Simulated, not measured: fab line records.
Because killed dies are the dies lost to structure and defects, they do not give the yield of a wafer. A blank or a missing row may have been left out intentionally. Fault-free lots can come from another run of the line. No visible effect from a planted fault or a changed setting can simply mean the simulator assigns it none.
Which tool is to blame? | flow n5 finfet | 9 lots with 27 wafers sampled at 5 steps, on a route of 1938 steps

WHAT THE GAUGES SHOWED, per wafer
N5_BEOL_M0_CUTY_CD_MEAS_57 targets a cd of 200 nm. Usual: cd nm reads 199.7 nm (standard deviation 0.97).
lot  | measured     | on        | cd nm (nm)        | flag
L523 | day 6 13:50  | cd sem-01 | 199.9 200.6 200.3 |
L527 | day 6 21:01  | cd sem-03 | 199.1 198.0 199.7 |
L529 | day 7 07:01  | cd sem-01 | 199.6 199.0 198.1 |
L532 | day 7 21:41  | cd sem-01 | 199.1 200.5 199.1 |
L533 | day 8 03:37  | cd sem-01 | 200.4 200.1 199.3 |
L539 | day 9 19:06  | cd sem-01 | 198.6 198.7 198.9 |
L542 | day 10 11:31 | cd sem-02 | 198.7 199.6 198.2 |
L543 | day 10 17:01 | cd sem-03 | 199.7 197.6 198.6 |
L546 | day 11 11:10 | cd sem-03 | 201.3 200.6 200.3 |

N5_BEOL_M0_CUTY_OVL_MEAS_58. Usual: M0_ABLK_OVL 0.2 nm, standard deviation 0.65.
lot  | measured     | on         | M0_ABLK_OVL (nm) | flag
L523 | day 6 13:52  | overlay-02 | -0.4 -0.8 -1.8   |
L527 | day 6 21:02  | overlay-02 | -0.1 0.6 1.1     |
L529 | day 7 07:03  | overlay-02 | 0.7 0.2 0.7      |
L532 | day 7 21:43  | overlay-01 | -0.1 0.4 -0.4    |
L533 | day 8 03:38  | overlay-01 | 0.5 0.2 -1.2     |
L539 | day 9 19:07  | overlay-01 | -0.4 0.8 0.1     |
L542 | day 10 11:32 | overlay-02 | 0.2 1.3 1.0      |
L543 | day 10 17:02 | overlay-01 | 0.5 1.5 0.5      |
L546 | day 11 11:12 | overlay-01 | 0.4 1.1 0.6      |

N5_BEOL_M4_RC_MEAS_101. Usual: DIBL_N 36.0 mV/V, standard deviation 1.7; DIBL_P 36.2 mV/V, standard deviation 1.9; IOFF_N 0.154 nA/um, standard deviation 0.028; IOFF_P 0.21 nA/um, standard deviation 0.036; ION_N 675 uA/um, standard deviation 11; ION_P 463 uA/um, standard deviation 8.3; SS_N 71.4 mV/dec, standard deviation 0.63; SS_P 73.2 mV/dec, standard deviation 0.55; VT_N 250.2 mV, standard deviation 3; VT_P -251 mV, standard deviation 3.7.
lot  | measured     | on        | DIBL_N (mV/V)  | DIBL_P (mV/V)  | IOFF_N (nA/um)    | IOFF_P (nA/um) | ION_N (uA/um) | ION_P (uA/um) | SS_N (mV/dec)  | SS_P (mV/dec)  | VT_N (mV)         | VT_P (mV)      | flag
L523 | day 9 00:48  | prober-02 | 37.5 34.2 36.4 | 37.4 33.4 35.8 | 0.178 0.133 0.157 | 0.29 0.23 0.26 | 673 672 666   | 469 475 468   | 71.7 70.0 71.2 | 73.6 73.3 73.5 | 248.0 251.1 253.0 | -242 -245 -243 |
L527 | day 10 23:41 | prober-02 | 37.7 38.0 34.4 | 38.6 38.8 34.9 | 0.180 0.185 0.128 | 0.23 0.23 0.17 | 685 679 671   | 477 467 462   | 71.5 72.4 71.1 | 73.7 73.4 72.3 | 249.5 246.9 252.7 | -247 -248 -250 |
L529 | day 12 00:50 | prober-02 | 34.7 35.7 35.7 | 35.6 36.4 36.5 | 0.134 0.155 0.146 | 0.18 0.20 0.19 | 666 679 674   | 460 461 465   | 71.4 71.4 71.2 | 72.7 72.8 72.5 | 252.2 248.9 249.6 | -252 -251 -251 |
L532 | day 12 18:04 | prober-02 | 35.3 37.6 35.9 | 34.8 36.5 35.5 | 0.139 0.168 0.142 | 0.19 0.21 0.19 | 680 674 670   | 463 459 453   | 71.2 72.3 71.2 | 73.5 73.3 73.5 | 248.6 250.2 251.0 | -253 -250 -254 |
L533 | day 13 03:38 | prober-02 | 38.4 36.0 37.1 | 38.3 35.2 35.5 | 0.186 0.135 0.162 | 0.21 0.17 0.18 | 689 667 677   | 457 452 456   | 71.5 71.5 71.9 | 73.9 73.1 73.5 | 247.5 250.2 250.1 | -252 -253 -255 |
L539 | day 14 04:01 | prober-01 | 35.8 34.4 33.4 | 35.0 34.3 32.6 | 0.147 0.138 0.119 | 0.18 0.18 0.16 | 667 684 667   | 456 466 449   | 71.2 71.4 71.3 | 73.4 73.2 72.6 | 253.0 249.5 257.5 | -254 -255 -255 |
L542 | day 15 04:00 | prober-01 | 35.2 33.8 36.6 | 32.4 32.5 35.7 | 0.128 0.107 0.150 | 0.17 0.17 0.22 | 662 669 673   | 459 462 466   | 70.8 70.2 71.1 | 72.1 72.8 72.9 | 256.1 258.0 251.3 | -253 -255 -248 |
L543 | day 15 06:22 | prober-01 | 35.8 36.0 39.1 | 35.9 36.7 38.8 | 0.150 0.158 0.214 | 0.18 0.20 0.23 | 663 665 697   | 453 462 468   | 71.1 71.2 71.9 | 72.5 72.8 73.2 | 251.4 247.5 244.7 | -251 -249 -251 |
L546 | day 15 11:02 | prober-02 | 36.1 35.9 37.9 | 36.9 34.8 39.6 | 0.145 0.148 0.192 | 0.21 0.19 0.25 | 660 662 697   | 455 456 471   | 71.4 71.4 72.3 | 73.0 72.7 73.9 | 253.2 252.0 247.7 | -253 -252 -249 |

TOOL THAT RAN EACH LOT (tool first, then ch and the chambers of the sampled wafers, then the start)
lot  | N5_BEOL_M0_SAQP_ETCH_88            | N5_BEOL_M0_CUTY_ETCH_62
L523 | rie diel-02 ch 1,2, day 6 12:14    | rie diel-05 ch 0,2,3, day 6 13:58
L527 | rie diel-02 ch 0,1,3, day 6 19:35  | rie diel-05 ch 0,1,2, day 6 21:08
L529 | rie diel-04 ch 1,3, day 7 05:39    | rie diel-05 ch 0,1,2, day 7 07:18
L532 | rie diel-06 ch 0,1,3, day 7 20:16  | rie diel-01 ch 0,2,3, day 7 22:03
L533 | rie diel-04 ch 0,1, day 8 02:12    | rie diel-05 ch 0,1,2, day 8 03:44
L539 | rie diel-04 ch 1,2,3, day 9 17:49  | rie diel-01 ch 0,2,3, day 9 19:13
L542 | rie diel-04 ch 0,1, day 10 10:14   | rie diel-03 ch 0,2,3, day 10 11:38
L543 | rie diel-06 ch 0,3, day 10 14:52   | rie diel-01 ch 0,1,2, day 10 17:08
L546 | rie diel-02 ch 0,1,3, day 11 09:32 | rie diel-03 ch 0,3, day 11 11:19
- N5_BEOL_M0_SAQP_ETCH_88: etches underlayer in N2/H2, target depth 6.5 nm, time 5.2 s.
- N5_BEOL_M0_CUTY_ETCH_62: etches SiARC in CF4, time 58.5 s.

AS READ BY THE TOOLS THEMSELVES (means over the sampled wafers that have a number; for cases with no such wafer, the mark the record gives instead)
N5_BEOL_M0_SAQP_ETCH_88. Usual: drypump motor current A 5.6 A, standard deviation 0.37; etch rf on time s 5.22 s, standard deviation 0.15; h2 flow sccm 200.1 sccm, standard deviation 0.6; oes product au 0.65 a.u., standard deviation 0.077; rf fwd power W 819.6 W, standard deviation 2.7; rf vpp V 522.5 V, standard deviation 2.5; showerhead plenum p Torr 2.51 Torr, standard deviation 0.08; throttle valve pct 17.90 %, standard deviation 0.25.
lot  | tool        | drypump motor current A (A) | etch rf on time s (s) | h2 flow sccm (sccm) | oes product au (a.u.) | rf fwd power W (W) | rf vpp V (V) | showerhead plenum p Torr (Torr) | throttle valve pct (%) | flag
L523 | rie diel-02 | 5.8                         | 5.32                  | 199.8               | 0.62                  | 818.3              | 520.9        | 2.47                            | 17.68                  |
L527 | rie diel-02 | 5.7                         | 5.39                  | 200.5               | 0.60                  | 818.1              | 522.2        | 2.52                            | 17.92                  |
L529 | rie diel-04 | 5.8                         | 5.05                  | 200.3               | 0.60                  | 817.3              | 522.1        | 2.48                            | 18.13                  |
L532 | rie diel-06 | 5.3                         | 5.14                  | 200.2               | 0.67                  | 819.5              | 521.8        | 2.44                            | 17.78                  |
L533 | rie diel-04 | 5.9                         | 5.13                  | 199.7               | 0.74                  | 815.8              | 521.5        | 2.48                            | 17.75                  |
L539 | rie diel-04 | 5.7                         | 5.22                  | 200.4               | 0.60                  | 818.9              | 522.0        | 2.53                            | 18.13                  |
L542 | rie diel-04 | 6.1                         | 5.06                  | 200.0               | 0.66                  | 817.9              | 520.1        | 2.44                            | 17.99                  |
L543 | rie diel-06 | 5.1                         | 5.25                  | 200.1               | 0.69                  | 819.0              | 521.2        | 2.47                            | 17.78                  |
L546 | rie diel-02 | 5.7                         | 5.27                  | 200.6               | 0.66                  | 820.5              | 523.0        | 2.50                            | 17.87                  |

N5_BEOL_M0_CUTY_ETCH_62. Usual: value, then standard deviation, for each; drypump motor current A 5.8 A / 0.47; etch rf on time s 58.0 s / 1.4; oes product au 0.70 a.u. / 0.07; rf fwd power W 536.6 W / 2.3; rf vpp V 184.0 V / 1.3; showerhead plenum p Torr 2.14 Torr / 0.073; throttle valve pct 15.62 % / 0.24.
lot  | tool        | drypump motor current A (A) | etch rf on time s (s) | oes product au (a.u.) | rf fwd power W (W) | rf vpp V (V) | showerhead plenum p Torr (Torr) | throttle valve pct (%) | flag
L523 | rie diel-05 | 5.5                         | 57.6                  | 0.66                  | 536.8              | 184.8        | 2.18                            | 15.66                  |
L527 | rie diel-05 | 5.8                         | 58.0                  | 0.74                  | 535.4              | 184.4        | 2.18                            | 15.56                  |
L529 | rie diel-05 | 5.7                         | 52.0                  | 0.79                  | 536.3              | 184.2        | 2.17                            | 15.57                  | OFF
L532 | rie diel-01 | 5.6                         | 59.5                  | 0.64                  | 535.8              | 183.8        | 2.07                            | 15.63                  |
L533 | rie diel-05 | 5.7                         | 52.4                  | 0.77                  | 534.0              | 185.5        | 2.17                            | 15.58                  | OFF
L539 | rie diel-01 | 5.6                         | 59.7                  | 0.63                  | 536.4              | 182.1        | 2.07                            | 15.66                  |
L542 | rie diel-03 | 6.1                         | 58.2                  | 0.66                  | 536.1              | 184.9        | 2.15                            | 15.87                  |
L543 | rie diel-01 | 6.0                         | 58.7                  | 0.64                  | 536.3              | 183.5        | 2.11                            | 15.60                  |
L546 | rie diel-03 | 5.7                         | 58.3                  | 0.79                  | 536.5              | 183.2        | 2.16                            | 15.69                  |

THE ANSWER, worked out from the rows above alone
Rule: a lot counts as off when the mean over its wafers that have a number is more than 3 standard deviations away from the usual mean. Also off: a lot with no number at a reading for which 4 or more lots have one. Where the step has rows for the other lots, those lots are counted as sound. First the gauges in route order, then the tools' own readings, where a lot's mean is used as printed above. At the first step where some lot is off, the reading lying furthest off is the one used; lots without a number count as furthest.
Off, at N5_BEOL_M0_CUTY_ETCH_62 on etch rf on time s: L529, L533.
A tool fits if, at that step or a process step before it, it ran every lot that is off, and no sound lot after the first of them. One candidate fits, namely rie diel-05 at N5_BEOL_M0_CUTY_ETCH_62. A fault onset in the window from L527 (day 6 21:08, its last sound lot) to L529 (day 7 07:18, its first lot off) fits.
The tool's own readings at N5_BEOL_M0_CUTY_ETCH_62 bear it out: on the lots that are off they differ by more than 5 times the standard deviation of the sound lots' means. etch rf on time s reads 52.2 s there against 58.6 s on the sound lots.

WHAT THE SIMULATOR PUT IN
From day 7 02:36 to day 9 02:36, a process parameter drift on rie diel-05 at N5_BEOL_M0_CUTY_ETCH_62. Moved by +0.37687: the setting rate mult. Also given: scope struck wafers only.
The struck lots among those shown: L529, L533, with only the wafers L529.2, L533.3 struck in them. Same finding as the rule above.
